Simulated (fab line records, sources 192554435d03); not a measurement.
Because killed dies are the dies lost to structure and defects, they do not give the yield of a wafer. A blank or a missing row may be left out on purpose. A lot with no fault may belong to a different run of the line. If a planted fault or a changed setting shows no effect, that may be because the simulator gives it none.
The tool behind it: which one? | flow n5_finfet | 69 wafers from 23 lots sampled at 4 of the route's 1938 steps

## WHAT EACH GAUGE READ, for each wafer
N5_BEOL_M1_OVL_MEAS_12.
lot  | measured     | on         | M1_OVL (nm)
L074 | day 6 02:47  | overlay-01 | -1.0 -0.4 -1.3
L075 | day 6 08:16  | overlay-02 | -0.1 0.7 0.0
L076 | day 6 08:31  | overlay-02 | -1.2 -0.5 -0.2
L077 | day 6 21:17  | overlay-01 | 0.7 2.1 0.7
L078 | day 6 23:16  | overlay-02 | 0.4 -0.5 -0.7
L079 | day 7 08:02  | overlay-02 | -0.2 0.1 0.3
L080 | day 7 14:07  | overlay-01 | 0.1 -0.9 0.7
L081 | day 8 05:50  | overlay-02 | 0.8 1.9 0.6
L083 | day 8 09:44  | overlay-02 | 0.2 0.1 0.5
L084 | day 8 10:16  | overlay-01 | 0.1 -1.0 -0.9
L085 | day 9 03:19  | overlay-02 | 0.2 0.4 0.3
L086 | day 9 06:15  | overlay-01 | -0.9 1.0 0.1
L087 | day 9 08:52  | overlay-02 | -0.4 -0.6 0.3
L088 | day 9 12:59  | overlay-01 | 0.3 0.9 0.6
L089 | day 9 20:08  | overlay-01 | 0.6 0.8 0.2
L090 | day 10 02:47 | overlay-02 | 1.0 0.2 0.8
L091 | day 10 05:57 | overlay-02 | 1.0 0.9 -0.1
L092 | day 10 14:20 | overlay-01 | 0.1 1.1 0.8
L093 | day 11 02:11 | overlay-01 | -0.3 -0.2 -0.1
L094 | day 11 02:22 | overlay-02 | -0.8 0.6 -0.4
L095 | day 11 09:55 | overlay-01 | 0.4 0.6 0.9
L096 | day 11 14:15 | overlay-02 | 0.0 0.2 0.8
L097 | day 12 01:04 | overlay-02 | 1.3 0.9 -0.1

N5_BEOL_M1_INSPECT_13: inspects for defects (brightfield).
lot  | measured     | on                | raw_defect_count
L074 | day 6 02:51  | defect_inspect-01 | 596 503 454
L075 | day 6 08:20  | defect_inspect-01 | 457 473 462
L076 | day 6 08:34  | defect_inspect-01 | 600 518 491
L077 | day 6 21:20  | defect_inspect-01 | 421 463 437
L078 | day 6 23:20  | defect_inspect-01 | 459 426 495
L079 | day 7 08:05  | defect_inspect-01 | 467 361 504
L080 | day 7 14:10  | defect_inspect-01 | 300 480 341
L081 | day 8 05:52  | defect_inspect-01 | 471 383 501
L083 | day 8 09:48  | defect_inspect-02 | 388 385 400
L084 | day 8 10:19  | defect_inspect-02 | 490 493 506
L085 | day 9 03:22  | defect_inspect-01 | 398 505 302
L086 | day 9 06:18  | defect_inspect-01 | 470 405 464
L087 | day 9 08:56  | defect_inspect-01 | 498 376 433
L088 | day 9 13:02  | defect_inspect-02 | 315 283 307
L089 | day 9 20:11  | defect_inspect-01 | 392 387 426
L090 | day 10 02:50 | defect_inspect-02 | 525 442 594
L091 | day 10 06:00 | defect_inspect-02 | 440 326 553
L092 | day 10 14:23 | defect_inspect-02 | 490 439 699
L093 | day 11 02:14 | defect_inspect-01 | 429 485 497
L094 | day 11 02:26 | defect_inspect-02 | 418 420 322
L095 | day 11 09:59 | defect_inspect-02 | 336 258 266
L096 | day 11 14:18 | defect_inspect-02 | 497 519 557
L097 | day 12 01:07 | defect_inspect-02 | 455 468 473

## WHICH TOOL RAN EACH LOT (tool, then ch and the chambers of the sampled wafers, then the start)
lot  | N5_BEOL_M0_ETCH_128                | N5_BEOL_M0_SPUTTER_132
L074 | rie_diel-01 ch 1,2,3, day 5 22:46  | pvd_sputter-03, day 6 00:19
L075 | rie_diel-01 ch 0,1,2, day 6 02:35  | pvd_sputter-03, day 6 06:01
L076 | rie_diel-01 ch 0,2,3, day 6 03:56  | pvd_sputter-01, day 6 06:16
L077 | rie_diel-01 ch 0,1,2, day 6 15:07  | pvd_sputter-01, day 6 16:46
L078 | rie_diel-01 ch 1,3, day 6 17:37    | pvd_sputter-01, day 6 20:31
L079 | rie_diel-02 ch 1,2,3, day 7 03:25  | pvd_sputter-03, day 7 05:10
L080 | rie_diel-06 ch 0,2,3, day 7 10:32  | pvd_sputter-03, day 7 12:05
L081 | rie_diel-01 ch 0,2,3, day 7 21:16  | pvd_sputter-03, day 7 22:58
L083 | rie_diel-06 ch 0,1,3, day 8 05:13  | pvd_sputter-03, day 8 07:07
L084 | rie_diel-06 ch 0,1,2, day 8 05:34  | pvd_sputter-03, day 8 07:34
L085 | rie_diel-01 ch 0,1,3, day 8 21:32  | pvd_sputter-03, day 9 00:20
L086 | rie_diel-06 ch 1,2,3, day 9 00:29  | pvd_sputter-03, day 9 03:10
L087 | rie_diel-01 ch 1,3, day 9 04:12    | pvd_sputter-02, day 9 05:55
L088 | rie_diel-01 ch 0,1,2, day 9 08:11  | pvd_sputter-01, day 9 10:37
L089 | rie_diel-02 ch 0,1,3, day 9 13:56  | pvd_sputter-01, day 9 15:53
L090 | rie_diel-02 ch 0,3, day 9 20:53    | pvd_sputter-03, day 9 23:45
L091 | rie_diel-01 ch 0,2,3, day 9 23:32  | pvd_sputter-02, day 10 02:44
L092 | rie_diel-02 ch 0,1,3, day 10 08:47 | pvd_sputter-02, day 10 11:54
L093 | rie_diel-06 ch 0,1,3, day 10 21:23 | pvd_sputter-03, day 10 22:40
L094 | rie_diel-02 ch 1,2,3, day 10 21:25 | pvd_sputter-03, day 10 23:09
L095 | rie_diel-02 ch 0,1, day 11 03:37   | pvd_sputter-01, day 11 06:53
L096 | rie_diel-01 ch 1,2,3, day 11 09:40 | pvd_sputter-01, day 11 11:11
L097 | rie_diel-01 ch 0,1, day 11 17:01   | pvd_sputter-02, day 11 19:18
- N5_BEOL_M0_ETCH_128: etches SiCN in CF4/N2, target depth 12 nm, overetch 5.1 nm, time 21.4 s.
- N5_BEOL_M0_SPUTTER_132: material Cu, target thk 4 nm, time 7.37 s.

## WHAT THE TOOLS THEMSELVES READ (means of the sampled wafers that have a number; where no wafer has one, the mark that the record gives instead)
N5_BEOL_M0_ETCH_128.
lot  | tool        | drypump_motor_current_A (A) | oes_product_au (a.u.) | rf_vpp_V (V) | showerhead_plenum_p_Torr (Torr) | throttle_valve_pct (%)
L074 | rie_diel-01 | 6.0                         | 0.55                  | 381.5        | 2.16                            | 15.30
L075 | rie_diel-01 | 6.1                         | 0.52                  | 381.7        | 2.18                            | 15.34
L076 | rie_diel-01 | 5.8                         | 0.53                  | 381.4        | 2.19                            | 15.33
L077 | rie_diel-01 | 6.1                         | 0.53                  | 381.3        | 2.18                            | 15.36
L078 | rie_diel-01 | 5.7                         | 0.58                  | 380.9        | 2.15                            | 15.22
L079 | rie_diel-02 | 5.2                         | 0.54                  | 382.6        | 2.24                            | 15.43
L080 | rie_diel-06 | 6.1                         | 0.58                  | 382.2        | 2.23                            | 15.33
L081 | rie_diel-01 | 5.8                         | 0.52                  | 381.1        | 2.18                            | 15.36
L083 | rie_diel-06 | 5.8                         | 0.56                  | 383.6        | 2.23                            | 15.38
L084 | rie_diel-06 | 5.9                         | 0.56                  | 383.8        | 2.29                            | 15.44
L085 | rie_diel-01 | 5.8                         | 0.54                  | 381.2        | 2.16                            | 15.31
L086 | rie_diel-06 | 5.6                         | 0.51                  | 383.5        | 2.24                            | 15.49
L087 | rie_diel-01 | 6.0                         | 0.55                  | 381.1        | 2.14                            | 15.29
L088 | rie_diel-01 | 6.2                         | 0.57                  | 381.3        | 2.17                            | 15.22
L089 | rie_diel-02 | 5.6                         | 0.51                  | 383.8        | 2.26                            | 15.48
L090 | rie_diel-02 | 5.8                         | 0.53                  | 384.0        | 2.25                            | 15.38
L091 | rie_diel-01 | 5.8                         | 0.58                  | 380.6        | 2.18                            | 15.23
L092 | rie_diel-02 | 5.6                         | 0.50                  | 383.3        | 2.26                            | 15.50
L093 | rie_diel-06 | 5.8                         | 0.53                  | 382.8        | 2.22                            | 15.44
L094 | rie_diel-02 | 5.3                         | 0.52                  | 382.6        | 2.23                            | 15.49
L095 | rie_diel-02 | 5.7                         | 0.49                  | 383.9        | 2.25                            | 15.35
L096 | rie_diel-01 | 6.0                         | 0.57                  | 380.5        | 2.15                            | 15.22
L097 | rie_diel-01 | 6.2                         | 0.52                  | 380.3        | 2.15                            | 15.38

N5_BEOL_M0_SPUTTER_132.
lot  | tool           | chuck_gas_flow_sccm (sccm) | throttle_valve_pct (%)
L074 | pvd_sputter-03 | 1.30                       | 29.3
L075 | pvd_sputter-03 | 1.30                       | 29.4
L076 | pvd_sputter-01 | 1.23                       | 29.5
L077 | pvd_sputter-01 | 1.19                       | 29.7
L078 | pvd_sputter-01 | 1.24                       | 30.3
L079 | pvd_sputter-03 | 1.26                       | 28.8
L080 | pvd_sputter-03 | 1.27                       | 28.8
L081 | pvd_sputter-03 | 1.31                       | 29.4
L083 | pvd_sputter-03 | 1.30                       | 29.7
L084 | pvd_sputter-03 | 1.24                       | 28.6
L085 | pvd_sputter-03 | 1.24                       | 28.0
L086 | pvd_sputter-03 | 1.31                       | 27.7
L087 | pvd_sputter-02 | 1.31                       | 29.9
L088 | pvd_sputter-01 | 1.26                       | 29.7
L089 | pvd_sputter-01 | 1.26                       | 30.0
L090 | pvd_sputter-03 | 1.30                       | 28.2
L091 | pvd_sputter-02 | 1.27                       | 29.9
L092 | pvd_sputter-02 | 1.28                       | 30.3
L093 | pvd_sputter-03 | 1.25                       | 27.8
L094 | pvd_sputter-03 | 1.29                       | 29.4
L095 | pvd_sputter-01 | 1.26                       | 29.3
L096 | pvd_sputter-01 | 1.24                       | 30.2
L097 | pvd_sputter-02 | 1.23                       | 30.5

## THE ANSWER, worked out from the rows above alone
Rule: usual is defined by the lots themselves. The widest of any qualifying gaps counts: lots, ordered by their means at a reading, are off when they make up no more than a third of the lots, leave a main group of 4 or more, and stand apart from it by 3 or more times the standard deviation of that group's means. The tables above print the reading to a certain number of digits; a main group whose means all agree to those digits is not used. Also off: a lot with no number at a reading for which 4 or more lots have one. All remaining lots with rows at the step are treated as sound. First the gauges in route order, then the tools' own readings, where a lot's mean is used as printed above. At the first step where some lot is off, the reading lying furthest off is the one used; lots without a number count as furthest.
No lot is off at any reading shown: from this, nothing can be told.

## WHAT THE SIMULATOR PUT IN
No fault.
